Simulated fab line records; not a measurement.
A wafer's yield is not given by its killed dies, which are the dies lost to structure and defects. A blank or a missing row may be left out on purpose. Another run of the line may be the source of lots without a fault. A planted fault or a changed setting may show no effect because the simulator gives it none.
The same fault as seen by 2 desks || flow nand_harc || only its own numbers are on each desk; what lay behind them is given at the end

== TOOL OWNER'S DESK, har_etch-02 ==
The tool's own readings at NHARC_A_CHANNEL_HOLE_D1_ETCH_19 (etches the open film in C4F8/O2/Ar, time 34.5 s): means of the sampled wafers that have a number, for each lot that ran on this tool. Marked OUT: a lot whose mean sits more than 4 standard deviations from the usual mean, which makes it out of limits; the brackets give that distance.
Columns: A = drypump_motor_current_A at NHARC_A_CHANNEL_HOLE_D1_ETCH_19, usual 5.8 A; B = he_backside_leak_sccm at NHARC_A_CHANNEL_HOLE_D1_ETCH_19, usual 5.7 sccm; C = showerhead_plenum_p_Torr at NHARC_A_CHANNEL_HOLE_D1_ETCH_19, usual 3.78 Torr; D = throttle_valve_pct at NHARC_A_CHANNEL_HOLE_D1_ETCH_19, usual 37.039 %
{"lot": "L655", "first seen here": "day 9 09:07", "A": 6.7, "B": 5.7, "C": 3.92, "D": 37.036}
{"lot": "L656", "first seen here": "day 9 13:17", "A": 6.0, "B": 5.4, "C": 3.67, "D": 37.042}
{"lot": "L657", "first seen here": "day 10 04:09", "A": 6.7, "B": 5.7, "C": 3.92, "D": 37.042}
{"lot": "L658", "first seen here": "day 10 18:05", "A": 6.0, "B": 5.5, "C": 3.67, "D": 37.040}
{"lot": "L670", "first seen here": "day 13 09:08", "A": 6.3, "B": 5.6, "C": 3.78, "D": 37.047}
{"lot": "L673", "first seen here": "day 13 18:58", "A": 6.3, "B": 5.6, "C": 3.77, "D": 37.043}
{"lot": "L674", "first seen here": "day 14 09:59", "A": 6.3, "B": 5.7, "C": 3.77, "D": 37.036}
This desk's verdict: no lot among the 7 shows anything out of limits.

== THE DEFECT DESK ==
For each lot, the counts of the inspections along the route, averaged over the sampled wafers that have a number. Marked OUT: a lot whose mean sits more than 4 standard deviations from the usual mean, which makes it out of limits; the brackets give that distance.
Columns: A = raw_defect_count at NHARC_A_CHANNEL_HOLE_D1_INSPECT_40, usual 65
{"lot": "L651", "first seen here": "day 8 16:11", "A": 82}
{"lot": "L652", "first seen here": "day 8 22:34", "A": 73}
{"lot": "L655", "first seen here": "day 9 14:49", "A": 55}
{"lot": "L654", "first seen here": "day 9 15:46", "A": 48}
{"lot": "L656", "first seen here": "day 9 19:26", "A": 65}
{"lot": "L657", "first seen here": "day 10 09:54", "A": "404 (+21) OUT"}
{"lot": "L658", "first seen here": "day 10 23:49", "A": "189 (+7.8) OUT"}
{"lot": "L668", "first seen here": "day 12 23:16", "A": 83}
{"lot": "L670", "first seen here": "day 13 14:59", "A": 61}
{"lot": "L672", "first seen here": "day 13 18:47", "A": 89}
{"lot": "L673", "first seen here": "day 14 01:07", "A": 61}
{"lot": "L674", "first seen here": "day 14 15:43", "A": 60}
Finding of this desk: L657, L658 out of limits; the first was L657 at day 10 09:54, on raw_defect_count at NHARC_A_CHANNEL_HOLE_D1_INSPECT_40. L651, L652, L655, L654, L656, L668, L670, L672, L673, L674 stayed within limits.

== TAKEN TOGETHER ==
The defect desk could have raised an alarm at day 10 09:54, on L657, L658.
The tool owner's desk saw nothing out of limits.
On record at the tool owner's desk: L657, L658, within its limits.
The lots listed all ran NHARC_A_CHANNEL_HOLE_D1_ETCH_19 on har_etch-02.

== WHAT THE SIMULATOR HAD PUT IN ==
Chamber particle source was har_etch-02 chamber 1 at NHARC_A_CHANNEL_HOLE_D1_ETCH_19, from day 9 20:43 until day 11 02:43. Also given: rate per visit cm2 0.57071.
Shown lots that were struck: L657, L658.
Hours from the fault's start to each desk's first reading out of limits: the defect desk, 13.
